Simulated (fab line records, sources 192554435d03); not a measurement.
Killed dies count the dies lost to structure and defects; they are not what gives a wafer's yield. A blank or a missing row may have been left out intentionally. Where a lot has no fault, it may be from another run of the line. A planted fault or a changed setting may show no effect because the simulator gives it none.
fab line records	flow n5_finfet
record: lots: 7	wafers: 21
route steps=1938 shown MOL_CONTACT_COAG@595 BEOL_M0_SAQP@636 BEOL_M0_CUTY@705 BEOL_M0@715 BEOL_M1@754
start_h: hours from the record's first day to the start of the lot's first wafer shown	wait_h: hours from the lot's prior step to this one	" same as the row above	L1.1+2: a single row standing in for several wafers	- value missing, or start not given	* or withheld: withheld	< > ~ a bound
route shown NAME@n: a module of which the file shows steps, and the number in the route of the first	usual: mean/standard deviation of fault-free wafers	same: alike in all rows	chamber/n: place in a boat	sites: readings site by site	_std_site: their standard deviation	_edge_site: outer sites' mean less inner sites'	radius_mm: for every site, how far away it sits from the centre of the wafer	mask NAME#n: copy n	behind: tool/chamber where the wafer was last shaped	hold: why the lot was held/for how many hours/how that ended	device: names the non-switching transistor (n, p or np)	end of line: tests run on the same wafers once the route is complete	a step without rows: its recipe alone	killed: dies lost to structure and defects at the first sort, not the wafer's yield	map: dies across one wafer; x = killed, . = not, _ = none there
set.NAME: the setting as run; set.NAME@STEP: as run at that earlier step	model.NAME: the simulator's own value behind a step, which no gauge read
lots with deliberately changed settings; one table per step, one row per wafer
== steps ==
step: N5_MOL_CONTACT_COAG_COAT_64
recipe: resist: underlayer	temp_c: 205	time_s: 60	spin_rpm: 1500	resist_thk_nm: 10
lot.wafer	tool	chamber	start_h	wait_h	set.spin_rpm	model.underlayer_of_MOL_CONTACT_COAG_COAT_64.thk_nm
L074.1	litho_track-03	0	-	-	1500	10
L074.3+5	"	0	"	"	1666	9.4
L076.1+4+6	litho_track-03	0	-	-	1500	10
L077.1+2+4	litho_track-03	0	-	-	1500	10
L079.1+2+6	litho_track-03	0	-	-	1500	10
L083.1+2+5	litho_track-03	0	-	-	1500	10
L086.2+3+6	litho_track-01	0	-	-	1500	10
L087.1+3	litho_track-04	0	-	-	1500	10
L087.6	"	0	"	"	1637	9.6
step: N5_MOL_CONTACT_COAG_COAT_34
recipe: resist: CAR-EUV	spin_rpm: 1500	resist_thk_nm: 40
lot.wafer	tool	chamber	start_h	wait_h	set.spin_rpm	model.CAR-EUV_of_MOL_CONTACT_COAG_COAT_34.thk_nm
L074.1+3	litho_track-03	0	-	-	1610	38.6
L074.5	"	0	"	"	1500	40
L076.1+6	litho_track-03	0	-	-	1392	41.4
L076.4	"	0	"	"	1500	40
L077.1	litho_track-03	0	-	-	1500	40.2
L077.2+4	"	0	"	"	1381	41.8
L079.1	litho_track-03	0	-	-	1500	40
L079.2	"	0	"	"	1660	38
L079.6	"	0	"	"	1500	39.8
L083.1	litho_track-03	0	-	-	1500	40
L083.2+5	"	0	"	"	1660	38
L086.2+3+6	litho_track-01	0	-	-	1500	40.2
L087.1+6	litho_track-04	0	-	-	1560	39.2
L087.3	"	0	"	"	1500	40
step: N5_MOL_CONTACT_COAG_EBR_36
recipe: solvent: PGMEA	ebr_width_mm: 1.5
step: N5_MOL_CONTACT_COAG_SOFTBAKE_35
recipe: temp_c: 110	time_s: 60	resist: CAR-EUV
step: N5_MOL_CONTACT_COAG_DESCUM_45
recipe: chemistry: O2	time_s: 7	source_power_w: 50	bias_power_w: 20	pressure_mtorr: 20	rf_frequency_hz: 2.712e+07	temp_c: 40	resist: CAR-EUV	o2_flow_sccm: 225
lot.wafer	tool	chamber	start_h	wait_h	set.spin_rpm@MOL_CONTACT_COAG_COAT_34	model.CAR-EUV_of_MOL_CONTACT_COAG_COAT_34.thk_nm
L074.1+3	rie_diel-01	0,1	100.35	0.0	1610	34.6
L074.5	"	3	"	"	1500	36
L076.1+6	rie_diel-06	1,0	111.40	0.0	1392	37.4
L076.4	"	0	"	"	1500	36
L077.1	rie_diel-06	2	116.34	0.0	1500	36
L077.2+4	"	0,3	"	"	1381	37.8
L079.1+6	rie_diel-01	3,1	138.12	0.0	1500	36
L079.2	"	0	"	"	1660	34
L083.1	rie_diel-04	2	154.43	0.0	1500	36.2
L083.2+5	"	0,3	"	"	1660	34.2
L086.2+3+6	rie_diel-04	1,0,1	171.85	0.0	1500	36.2
L087.1+6	rie_diel-04	2,0	186.27	0.0	1560	35.2
L087.3	"	1	"	"	1500	36
step: N5_MOL_CONTACT_COAG_ETCH_65
recipe: chemistry: N2/H2	target: underlayer	target_depth_a: 130	mask_material: CAR-EUV	time_s: 10.4	ion_energy_ev: 200	pressure_mtorr: 30	source_w: 840	bias_w: 150	n2_flow_sccm: 200	h2_flow_sccm: 200	ends: cleared
lot.wafer	tool	chamber	start_h	wait_h	set.spin_rpm@MOL_CONTACT_COAG_COAT_64	model.etch.depth_nm
L074.1	rie_diel-01	0	100.39	0.0	1500	9.99
L074.3	"	1	"	"	1666	9.466
L074.5	"	3	"	"	1666	9.479
L076.1	rie_diel-06	1	111.44	0.0	1500	9.969
L076.4	"	0	"	"	1500	9.967
L076.6	"	0	"	"	1500	9.985
L077.1	rie_diel-06	2	116.38	0.0	1500	10.01
L077.2	"	0	"	"	1500	9.997
L077.4	"	3	"	"	1500	9.979
L079.1	rie_diel-01	3	138.15	0.0	1500	9.951
L079.2	"	0	"	"	1500	9.983
L079.6	"	1	"	"	1500	9.968
L083.1	rie_diel-04	2	154.46	0.0	1500	10.03
L083.2	"	0	"	"	1500	9.985
L083.5	"	3	"	"	1500	10.01
L086.2	rie_diel-04	1	171.89	0.0	1500	10.04
L086.3	"	0	"	"	1500	10.01
L086.6	"	1	"	"	1500	9.996
L087.1	rie_diel-04	2	186.30	0.0	1500	10
L087.3	"	1	"	"	1500	10.01
L087.6	"	0	"	"	1637	9.594
step: N5_BEOL_M0_SAQP_PECVD_96
recipe: material: a-Si	target_thk_a: 450	temp_c: 350	precursor: SiH4/He	pressure_torr: 3	rf_w: 100	time_s: 45.2
lot.wafer	tool	chamber	start_h	wait_h	set.time_s	model.a-Si_of_BEOL_M0_SAQP_PECVD_96.thk_nm
L074.1+5	pecvd-02	2,0	105.53	0.0	45.2	44.8
L074.3	"	1	"	"	45.2	44.2
L076.1	pecvd-02	2	120.92	0.0	45.2	44.4
L076.4	"	2	"	"	38.46	38.4
L076.6	"	0	"	"	45.2	45
L077.1	pecvd-01	1	121.88	0.0	45.2	45.8
L077.2	"	2	"	"	45.2	44.8
L077.4	"	1	"	"	45.2	46.6
L079.1	pecvd-01	2	145.15	0.0	45.2	44.4
L079.2	"	0	"	"	38.55	38
L079.6	"	0	"	"	45.2	45.8
L083.1	pecvd-01	1	159.89	0.0	45.2	46.6
L083.2	"	2	"	"	45.2	45.4
L083.5	"	2	"	"	45.2	45.8
L086.2	pecvd-01	1	177.12	0.0	45.2	45.6
L086.3	"	0	"	"	45.2	45.4
L086.6	"	2	"	"	45.2	46
L087.1	pecvd-02	0	192.40	0.0	45.2	44.2
L087.3	"	1	"	"	45.2	44.8
L087.6	"	0	"	"	43.12	43.6
step: N5_BEOL_M0_SAQP_DEVELOP_13
recipe: develop_time_s: 30	developer: TMAH	resist: CAR-ArF	dev_temp_c: 23	rinse_liquid: diw	dry: air_spin
lot.wafer	tool	chamber	start_h	wait_h	set.develop_time_s
L074.1+3+5	litho_track-01	0	-	-	30
L076.1+4+6	litho_track-05	0	-	-	30
L077.1	litho_track-01	0	-	-	30
L077.2+4	"	0	"	"	32
L079.1	litho_track-05	0	-	-	35.93
L079.2+6	"	0	"	"	30
L083.1+2+5	litho_track-05	0	-	-	27.71
L086.2+3+6	litho_track-05	0	-	-	30
L087.1+3	litho_track-05	0	-	-	31.96
L087.6	"	0	"	"	30
step: N5_BEOL_M0_SAQP_ETCH_101
recipe: chemistry: CH3F/O2	target: SiNx	mask_material: SiO2	target_depth_a: 299	time_s: 42.7	pressure_mtorr: 30	source_w: 395	bias_w: 73	Ar_flow_sccm: 150	CH3F_flow_sccm: 30	O2_flow_sccm: 20	ion_energy_ev: 120
step: N5_BEOL_M0_SAQP_ETCH_102
recipe: chemistry: CF4	target: SiO2	target_depth_a: 40	ion_energy_ev: 350	time_s: 4.4	pressure_mtorr: 10	icp_w: 800	bias_w: 400	cf4_flow_sccm: 80
step: N5_BEOL_M0_SAQP_MANDREL_ETCH_103
recipe: chemistry: HBr/Cl2	target: a-Si	target_depth_a: 450	bt_time_s: 10	stop_on: SiCN	mask_material: SiO2	over_etch_frac: 0.8	time_s: 27	pressure_mtorr: 10	icp_w: 800	bias_w: 75	HBr_flow_sccm: 150	Cl2_flow_sccm: 80	ends: end_point
lot.wafer	tool	chamber	start_h	wait_h	set.time_s@BEOL_M0_SAQP_PECVD_96	model.etch.depth_nm
L074.1	rie_si-04	2	109.65	0.0	45.2	44.88
L074.3	"	1	"	"	45.2	44.15
L074.5	"	3	"	"	45.2	44.76
L076.1	rie_si-05	0	123.45	0.0	45.2	44.43
L076.4	"	2	"	"	38.46	38.34
L076.6	"	3	"	"	45.2	45.08
L077.1	rie_si-06	2	124.74	0.0	45.2	45.78
L077.2	"	0	"	"	45.2	44.85
L077.4	"	1	"	"	45.2	46.53
L079.1	rie_si-05	1	147.91	0.0	45.2	44.46
L079.2	"	2	"	"	38.55	38.07
L079.6	"	0	"	"	45.2	45.89
L083.1	rie_si-05	1	162.63	0.0	45.2	46.6
L083.2	"	2	"	"	45.2	45.4
L083.5	"	2	"	"	45.2	45.75
L086.2	rie_si-05	3	179.66	0.0	45.2	45.56
L086.3	"	1	"	"	45.2	45.45
L086.6	"	1	"	"	45.2	46.09
L087.1	rie_si-05	0	195.04	0.0	45.2	44.26
L087.3	"	3	"	"	45.2	44.86
L087.6	"	2	"	"	43.12	43.52
step: N5_BEOL_M0_SAQP_RECESS_104
recipe: chemistry: HF/NH3	target: SiO2	target_depth_a: 180	afs_cycles: 3	temp_c: 30	sublimation_temp_c: 180	sublimation_time_s: 60
step: N5_BEOL_M0_SAQP_COAT_105
recipe: resist: SOC	temp_c: 250	time_s: 60	spin_rpm: 1500	resist_thk_nm: 100
step: N5_BEOL_M0_SAQP_ETCH_106
recipe: chemistry: N2/H2	target: SOC	target_depth_a: 1500	stop_on: SiNx	ion_energy_ev: 100	bias_w: 61	pressure_mtorr: 30	source_w: 850	n2_flow_sccm: 200	h2_flow_sccm: 200
step: N5_BEOL_M0_SAQP_ETCH_107
recipe: chemistry: CH3F/O2	target: SiNx	target_depth_a: 300	mask_material: SOC	pressure_mtorr: 30	source_w: 395	bias_w: 73	Ar_flow_sccm: 150	CH3F_flow_sccm: 30	O2_flow_sccm: 20	ion_energy_ev: 120
lot.wafer	tool	chamber	start_h	wait_h	set.time_s@BEOL_M0_SAQP_PECVD_96	model.a-Si_of_BEOL_M0_SAQP_PECVD_96.thk_nm
L074.1+5	rie_diel-03	0,1	110.43	0.0	45.2	44.2
L074.3	"	3	"	"	45.2	43.6
L076.1	rie_diel-03	2	124.24	0.0	45.2	43.8
L076.4	"	1	"	"	38.46	37.8
L076.6	"	3	"	"	45.2	44.6
L077.1	rie_diel-03	2	125.41	0.0	45.2	45.2
L077.2	"	1	"	"	45.2	44.2
L077.4	"	3	"	"	45.2	46
L079.1	rie_diel-03	2	148.50	0.0	45.2	43.8
L079.2	"	3	"	"	38.55	37.4
L079.6	"	2	"	"	45.2	45.4
L083.1	rie_diel-02	1	163.30	0.0	45.2	46
L083.2	"	0	"	"	45.2	44.8
L083.5	"	0	"	"	45.2	45.2
L086.2	rie_diel-02	0	180.54	0.0	45.2	45
L086.3	"	2	"	"	45.2	44.8
L086.6	"	1	"	"	45.2	45.4
L087.1	rie_diel-03	1	195.63	0.0	45.2	43.6
L087.3	"	2	"	"	45.2	44.2
L087.6	"	0	"	"	43.12	43
step: N5_BEOL_M0_SAQP_STRIP_108
recipe: chemistry: N2/H2	power_w: 500	temp_c: 40	pressure_mtorr: 50	rf_frequency_hz: 6e+07	overash_fraction: 0.3	bias_power_w: 28	h2_frac: 0.5	n2_flow_sccm: 300	h2_flow_sccm: 300
step: N5_BEOL_M0_SAQP_RECESS_109
recipe: chemistry: HF/NH3	target: SiO2	target_depth_a: 30	afs_cycles: 1	temp_c: 30	sublimation_temp_c: 180	sublimation_time_s: 60
step: N5_BEOL_M0_SAQP_SPACER2_ALD_26
recipe: material: SiO2	target_thk_a: 150	temp_c: 300	ald_precursor_family: BDEAS	ald_co_reactant: O2-plasma	pulse_time_s: 1	purge_time_s: 2	co_reactant_purge_time_s: 2	pressure_torr: 2
step: N5_BEOL_M0_SAQP_SPACER2_ETCHBACK_27
recipe: chemistry: CHF3/O2	mode: anisotropic_etchback	target: SiO2	target_depth_a: 225	time_s: 11.25	pressure_mtorr: 30	source_w: 650	bias_w: 170	Ar_flow_sccm: 200	CHF3_flow_sccm: 50	O2_flow_sccm: 5	ion_energy_ev: 200
lot.wafer	tool	chamber	start_h	wait_h	set.time_s@BEOL_M0_SAQP_PECVD_96	model.a-Si_of_BEOL_M0_SAQP_PECVD_96.thk_nm
L074.1	rie_diel-02	0	111.22	0.3	45.2	42.8
L074.3	"	1	"	"	45.2	42
L074.5	"	3	"	"	45.2	42.6
L076.1	rie_diel-03	2	125.49	0.4	45.2	42.4
L076.4	"	3	"	"	38.46	36
L076.6	"	2	"	"	45.2	43
L077.1	rie_diel-05	0	126.20	0.3	45.2	43.6
L077.2	"	2	"	"	45.2	42.6
L077.4	"	0	"	"	45.2	44.4
L079.1	rie_diel-02	0	149.52	0.3	45.2	42.4
L079.2	"	1	"	"	38.55	36
L079.6	"	3	"	"	45.2	43.8
L083.1	rie_diel-05	0	164.16	0.3	45.2	44.4
L083.2	"	3	"	"	45.2	43.2
L083.5	"	2	"	"	45.2	43.6
L086.2+3	rie_diel-02	1,0	182.44	0.3	45.2	43.4
L086.6	"	0	"	"	45.2	44
L087.1	rie_diel-03	3	197.50	0.3	45.2	42
L087.3	"	0	"	"	45.2	42.6
L087.6	"	1	"	"	43.12	41.2
step: N5_BEOL_M0_CUTY_EXPOSE_54
recipe: mask_id: M0_ABLK	na: 1.35	source_shape: conventional	sigma_outer: 0.8	polarization: unpolarized	dose_mj: 36
lot.wafer	tool	chamber	start_h	wait_h	mask	set.dose_mj
L074.1	arfi_scanner-01	0	113.31	-	M0_ABLK#0	37.15
L074.3+5	"	0	"	"	M0_ABLK#0	36
L076.1+4	arfi_scanner-03	0	127.34	-	M0_ABLK#0	33.82
L076.6	"	0	"	"	M0_ABLK#0	36
L077.1+4	arfi_scanner-03	0	127.91	-	M0_ABLK#0	38.1
L077.2	"	0	"	"	M0_ABLK#0	36
L079.1	arfi_scanner-01	0	151.67	-	M0_ABLK#0	38.58
L079.2+6	"	0	"	"	M0_ABLK#0	36
L083.1+2	arfi_scanner-01	0	165.97	-	M0_ABLK#0	36
L083.5	"	0	"	"	M0_ABLK#0	34.48
L086.2+3+6	arfi_scanner-01	0	185.87	-	M0_ABLK#0	36
L087.1	arfi_scanner-03	0	199.30	-	M0_ABLK#0	36
L087.3+6	"	0	"	"	M0_ABLK#0	34.57
step: N5_BEOL_M0_CUTY_PEB_55
recipe: peb_temp_c: 110	peb_time_s: 60	resist: CAR-ArF-block
step: N5_BEOL_M0_CUTY_DEVELOP_56
recipe: develop_time_s: 30	developer: TMAH	resist: CAR-ArF-block	rinse_liquid: diw	dry: air_spin	dev_temp_c: 23
step: N5_BEOL_M0_CUTY_CD_MEAS_57
recipe: target_cd_nm: 200	landing_energy_ev: 500	detector: se_inlens	polarity: line
usual: cd_nm: 199.3/1
lot.wafer	tool	chamber	start_h	wait_h	set.dose_mj@BEOL_M0_CUTY_EXPOSE_54	cd_nm
L074.1	cd_sem-01	0	113.43	-	37.15	197.4
L074.3	"	0	"	"	36	197.9
L074.5	"	0	"	"	36	199.0
L076.1	cd_sem-01	0	127.47	-	33.82	203.7
L076.4	"	0	"	"	33.82	204.5
L076.6	"	0	"	"	36	199.9
L077.1	cd_sem-02	0	128.04	-	38.1	195.2
L077.2	"	0	"	"	36	197.7
L077.4	"	0	"	"	38.1	196.3
L079.1	cd_sem-03	0	151.79	-	38.58	195.8
L079.2	"	0	"	"	36	199.9
L079.6	"	0	"	"	36	199.6
L083.1	cd_sem-02	0	166.10	-	36	197.9
L083.2	"	0	"	"	36	199.2
L083.5	"	0	"	"	34.48	200.2
L086.2	cd_sem-02	0	185.99	-	36	199.9
L086.3	"	0	"	"	36	200.8
L086.6	"	0	"	"	36	200.6
L087.1	cd_sem-01	0	199.43	-	36	197.3
L087.3	"	0	"	"	34.57	200.8
L087.6	"	0	"	"	34.57	200.7
step: N5_BEOL_M0_CUTY_DESCUM_61
recipe: chemistry: O2	time_s: 7.9	source_power_w: 50	bias_power_w: 20	pressure_mtorr: 20	rf_frequency_hz: 2.712e+07	temp_c: 40	resist: CAR-ArF-block	o2_flow_sccm: 225
step: N5_BEOL_M0_CUTY_ETCH_62
recipe: chemistry: CF4	target: SiARC	mask_material: CAR-ArF-block	time_s: 58.5	ion_energy_ev: 80	pressure_mtorr: 40	source_w: 545	bias_w: 36	Ar_flow_sccm: 100	cf4_flow_sccm: 100	ends: cleared
step: N5_BEOL_M0_CUTY_ETCH_63
recipe: chemistry: N2/H2	target: SOC	target_depth_a: 827	overetch_a: 165	mask_material: SiARC	temp_c: 40	ion_energy_ev: 200	time_s: 124	pressure_mtorr: 30	source_w: 840	bias_w: 150	n2_flow_sccm: 200	h2_flow_sccm: 200
lot.wafer	tool	chamber	start_h	wait_h	set.dose_mj@BEOL_M0_CUTY_EXPOSE_54	model.BEOL_M0_CUTY.cd_offset_nm
L074.1	rie_diel-01	3	113.61	0.0	37.15	-2.2
L074.3	"	0	"	"	36	-2
L074.5	"	0	"	"	36	-1.2
L076.1	rie_diel-01	2	128.27	0.0	33.82	3.4
L076.4	"	1	"	"	33.82	4
L076.6	"	3	"	"	36	0.4
L077.1	rie_diel-06	1	128.96	0.0	38.1	-5.4
L077.2	"	0	"	"	36	-1.8
L077.4	"	2	"	"	38.1	-4.2
L079.1	rie_diel-01	1	151.96	0.0	38.58	-4.6
L079.2+6	"	2,0	"	"	36	0
L083.1	rie_diel-06	1	166.27	0.0	36	-2.6
L083.2	"	3	"	"	36	-0.6
L083.5	"	1	"	"	34.48	-0.6
L086.2	rie_diel-06	3	186.16	0.0	36	0.4
L086.3+6	"	0	"	"	36	0.8
L087.1	rie_diel-06	1	199.60	0.0	36	-3.4
L087.3+6	"	2	"	"	34.57	0.6
step: N5_BEOL_M0_ETCH_138
recipe: chemistry: CH3F/O2	target_depth_a: 120	target: SiCN	time_s: 31.6	ion_energy_ev: 120	pressure_mtorr: 30	source_w: 395	bias_w: 75	Ar_flow_sccm: 150	CH3F_flow_sccm: 30	O2_flow_sccm: 20	ends: cleared
usual: rf_vpp_V: 297.7/1.5
lot.wafer	tool	chamber	start_h	wait_h	set.source_w	rf_vpp_V
L074.1	rie_diel-01	3	113.73	0.0	373.8	302.7
L074.3	"	0	"	"	395	299.7
L074.5	"	0	"	"	373.8	305.4
L076.1	rie_diel-01	2	128.39	0.0	373.4	302.3
L076.4	"	1	"	"	373.4	302.3
L076.6	"	3	"	"	395	296.2
L077.1	rie_diel-06	1	129.09	0.0	395	300.9
L077.2	"	0	"	"	395	299.1
L077.4	"	2	"	"	357.6	307.9
L079.1	rie_diel-01	1	152.09	0.0	395	295.5
L079.2	"	2	"	"	395	296.5
L079.6	"	0	"	"	395	298.9
L083.1	rie_diel-06	1	166.39	0.0	395	299.9
L083.2	"	3	"	"	395	297.5
L083.5	"	1	"	"	395	299.5
L086.2	rie_diel-06	3	186.28	0.0	395	296.1
L086.3	"	0	"	"	395	298.5
L086.6	"	0	"	"	395	299.3
L087.1	rie_diel-06	1	199.72	0.0	395	299.6
L087.3	"	2	"	"	439.1	287.7
L087.6	"	2	"	"	439.1	287.0
step: N5_BEOL_M1_HM_DEP_02
recipe: material: TiN	target_thk_a: 200	temp_c: 25	chamber_pressure_pa: 0.49996
lot.wafer	tool	chamber	start_h	wait_h	set.target_thk_a	model.TiN_of_BEOL_M1_HM_DEP_02.thk_nm
L074.1	pvd_sputter-03	-	127.28	1.2	200	20.6
L074.3	"	-	"	"	189.5	19.6
L074.5	"	-	"	"	200	20.4
L076.1	pvd_sputter-03	-	136.10	2.2	224.8	22.4
L076.4	"	-	"	"	200	20.2
L076.6	"	-	"	"	200	19.8
L077.1	pvd_sputter-02	-	136.47	0.7	186.5	19
L077.2	"	-	"	"	186.5	18.6
L077.4	"	-	"	"	200	19.6
L079.1	pvd_sputter-03	-	158.20	0.9	215	21.2
L079.2	"	-	"	"	215	21.6
L079.6	"	-	"	"	200	20
L083.1+5	pvd_sputter-02	-	175.86	4.9	200	20
L083.2	"	-	"	"	200	19.6
L086.2	pvd_sputter-01	-	192.76	0.1	200	20
L086.3	"	-	"	"	200	20.6
L086.6	"	-	"	"	200	20.4
L087.1+6	pvd_sputter-03	-	206.99	1.1	200	20.2
L087.3	"	-	"	"	200	20.6
step: N5_BEOL_M1_COAT_61
recipe: resist: SOC	temp_c: 250	time_s: 60	spin_rpm: 1500	resist_thk_nm: 60
step: N5_BEOL_M1_COAT_62
recipe: resist: SiARC	temp_c: 220	time_s: 60	spin_rpm: 1500	resist_thk_nm: 12
step: N5_BEOL_M1_STRIP_75
recipe: chemistry: N2/H2	temp_c: 40	n2_flow_sccm: 200	h2_flow_sccm: 200	rf_frequency_hz: 6e+07
step: N5_BEOL_M1_STRIP_66
recipe: chemistry: CF4	resist: SiARC	power_w: 300	bias_power_w: 75	pressure_mtorr: 50	cf4_flow_sccm: 150	rf_frequency_hz: 6e+07
step: N5_BEOL_M1_HM_OPEN_17
recipe: chemistry: Cl2/BCl3	target_depth_a: 200	overetch_a: 60	target: TiN	mask_material: SOC	ion_energy_ev: 150	pressure_mtorr: 10	icp_w: 1000	bias_w: 126	Cl2_flow_sccm: 53.25	bcl3_flow_sccm: 21.75	Ar_flow_sccm: 25
lot.wafer	tool	chamber	start_h	wait_h	set.target_thk_a@BEOL_M1_HM_DEP_02	model.etch.depth_nm
L074.1	rie_metal-01	1	128.05	0.0	200	20.69
L074.3	"	1	"	"	189.5	19.67
L074.5	"	1	"	"	200	20.33
L076.1	rie_metal-01	0	137.03	0.1	224.8	22.39
L076.4	"	1	"	"	200	20.14
L076.6	"	0	"	"	200	19.87
L077.1	rie_metal-01	1	137.50	0.0	186.5	18.93
L077.2	"	0	"	"	186.5	18.64
L077.4	"	0	"	"	200	19.63
L079.1	rie_metal-02	1	159.58	0.0	215	21.28
L079.2	"	0	"	"	215	21.59
L079.6	"	1	"	"	200	20.05
L083.1	rie_metal-03	1	176.63	0.0	200	20.02
L083.2	"	0	"	"	200	19.59
L083.5	"	0	"	"	200	20.06
L086.2	rie_metal-02	1	193.70	0.0	200	20.09
L086.3	"	0	"	"	200	20.58
L086.6	"	1	"	"	200	20.39
L087.1	rie_metal-02	0	207.90	0.0	200	20.23
L087.3	"	1	"	"	200	20.55
L087.6	"	1	"	"	200	20.18
== key ==
split: step: N5_MOL_CONTACT_COAG_COAT_64	setting: spin_rpm	stated: 1500	by: wafer
response: step: N5_MOL_CONTACT_COAG_COAT_64	reading: model.underlayer_of_MOL_CONTACT_COAG_COAT_64.thk_nm	change: -0.05	per: 1%	r: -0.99
response: step: N5_MOL_CONTACT_COAG_ETCH_65	reading: model.etch.depth_nm	change: -0.0462	per: 1%	r: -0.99
split: step: N5_MOL_CONTACT_COAG_COAT_34	setting: spin_rpm	stated: 1500	by: wafer
response: step: N5_MOL_CONTACT_COAG_COAT_34	reading: model.CAR-EUV_of_MOL_CONTACT_COAG_COAT_34.thk_nm	change: -0.189	per: 1%	r: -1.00
response: step: N5_MOL_CONTACT_COAG_DESCUM_45	reading: model.CAR-EUV_of_MOL_CONTACT_COAG_COAT_34.thk_nm	change: -0.195	per: 1%	r: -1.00
split: step: N5_BEOL_M0_SAQP_PECVD_96	setting: time_s	stated: 45.2	by: wafer
response: step: N5_BEOL_M0_SAQP_PECVD_96	reading: model.a-Si_of_BEOL_M0_SAQP_PECVD_96.thk_nm	change: +0.44	per: 1%	r: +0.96
response: step: N5_BEOL_M0_SAQP_MANDREL_ETCH_103	reading: model.etch.depth_nm	change: +0.445	per: 1%	r: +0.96
response: step: N5_BEOL_M0_SAQP_ETCH_107	reading: model.a-Si_of_BEOL_M0_SAQP_PECVD_96.thk_nm	change: +0.447	per: 1%	r: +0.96
response: step: N5_BEOL_M0_SAQP_SPACER2_ETCHBACK_27	reading: model.a-Si_of_BEOL_M0_SAQP_PECVD_96.thk_nm	change: +0.455	per: 1%	r: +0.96
split: step: N5_BEOL_M0_SAQP_DEVELOP_13	setting: develop_time_s	stated: 30	by: wafer
response none clear
split: step: N5_BEOL_M0_CUTY_EXPOSE_54	setting: dose_mj	stated: 36	by: wafer
response: step: N5_BEOL_M0_CUTY_CD_MEAS_57	reading: cd_nm	change: -0.54	per: 1%	r: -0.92
response: step: N5_BEOL_M0_CUTY_ETCH_63	reading: model.BEOL_M0_CUTY.cd_offset_nm	change: -0.558	per: 1%	r: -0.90
split: step: N5_BEOL_M0_ETCH_138	setting: source_w	stated: 395	by: wafer
response: step: N5_BEOL_M0_ETCH_138	reading: rf_vpp_V	change: -0.982	per: 1%	r: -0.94
split: step: N5_BEOL_M1_HM_DEP_02	setting: target_thk_a	stated: 200	by: wafer
response: step: N5_BEOL_M1_HM_DEP_02	reading: model.TiN_of_BEOL_M1_HM_DEP_02.thk_nm	change: +0.178	per: 1%	r: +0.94
response: step: N5_BEOL_M1_HM_OPEN_17	reading: model.etch.depth_nm	change: +0.177	per: 1%	r: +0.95
